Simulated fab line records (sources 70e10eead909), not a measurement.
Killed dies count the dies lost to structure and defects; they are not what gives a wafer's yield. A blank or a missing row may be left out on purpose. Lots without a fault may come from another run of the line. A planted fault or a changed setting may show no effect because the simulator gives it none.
Chamber matching / flow nand_harc / cmp-04 running NHARC_P_CONTACT_CMP_01: 4 sister chambers
The step polishes SiO2, target thk 200 nm. 4 wafers are shown with their chamber, then 12 later ones without.

== WAFERS WITH THEIR CHAMBER ==
wafer=L092.1; chamber=0; motor_current_A (A)=12.6
wafer=L093.1; chamber=3; motor_current_A (A)=11.3
wafer=L093.2; chamber=1; motor_current_A (A)=11.2
wafer=L093.3; chamber=2; motor_current_A (A)=11.0

== WAFERS WHOSE CHAMBER IS MISSING ==
wafer=L094.1; motor_current_A (A)=10.9
wafer=L094.3; motor_current_A (A)=10.6
wafer=L094.5; motor_current_A (A)=11.7
wafer=L097.1; motor_current_A (A)=11.1
wafer=L097.2; motor_current_A (A)=10.6
wafer=L097.3; motor_current_A (A)=11.3
wafer=L097.4; motor_current_A (A)=12.5
wafer=L097.5; motor_current_A (A)=10.8
wafer=L097.6; motor_current_A (A)=11.9
wafer=L096.1; motor_current_A (A)=10.4
wafer=L096.4; motor_current_A (A)=11.9
wafer=L096.5; motor_current_A (A)=11.6

== CHAMBER TAKEN BY EACH ==
wafer=L094.1; from the rows above=can't be placed: 2 or 1 or 3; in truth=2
wafer=L094.3; from the rows above=can't be placed: 2 or 1 or 3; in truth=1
wafer=L094.5; from the rows above=can't be placed: 3 or 1 or 2 or 0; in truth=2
wafer=L097.1; from the rows above=can't be placed: 1 or 2 or 3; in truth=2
wafer=L097.2; from the rows above=can't be placed: 2 or 1 or 3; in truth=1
wafer=L097.3; from the rows above=can't be placed: 3 or 1 or 2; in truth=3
wafer=L097.4; from the rows above=0; in truth=0
wafer=L097.5; from the rows above=can't be placed: 2 or 1 or 3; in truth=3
wafer=L097.6; from the rows above=can't be placed: 3 or 0 or 1 or 2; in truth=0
wafer=L096.1; from the rows above=can't be placed: 2 or 1 or 3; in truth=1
wafer=L096.4; from the rows above=can't be placed: 3 or 0 or 1 or 2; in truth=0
wafer=L096.5; from the rows above=can't be placed: 3 or 1 or 2 or 0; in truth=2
Correctly placed: 1 of 12. These rows do not allow placing 11 (true chamber among the candidates in 11). Number placed wrongly: 0.
How it was worked out, from the rows above alone: a wafer's distance from a chamber is the root of the sum, over the readings, of the square of ((its reading less the chamber's mean) divided by the reading's scatter). The wafer belongs to the nearest chamber; if the next one is less than 2 further off, it can't be placed. Each chamber's mean is taken over the wafers shown for it. The scatter (one wafer shown for each chamber): square how far every hidden wafer sits from the nearest shown wafer, average those squares and take the square root.
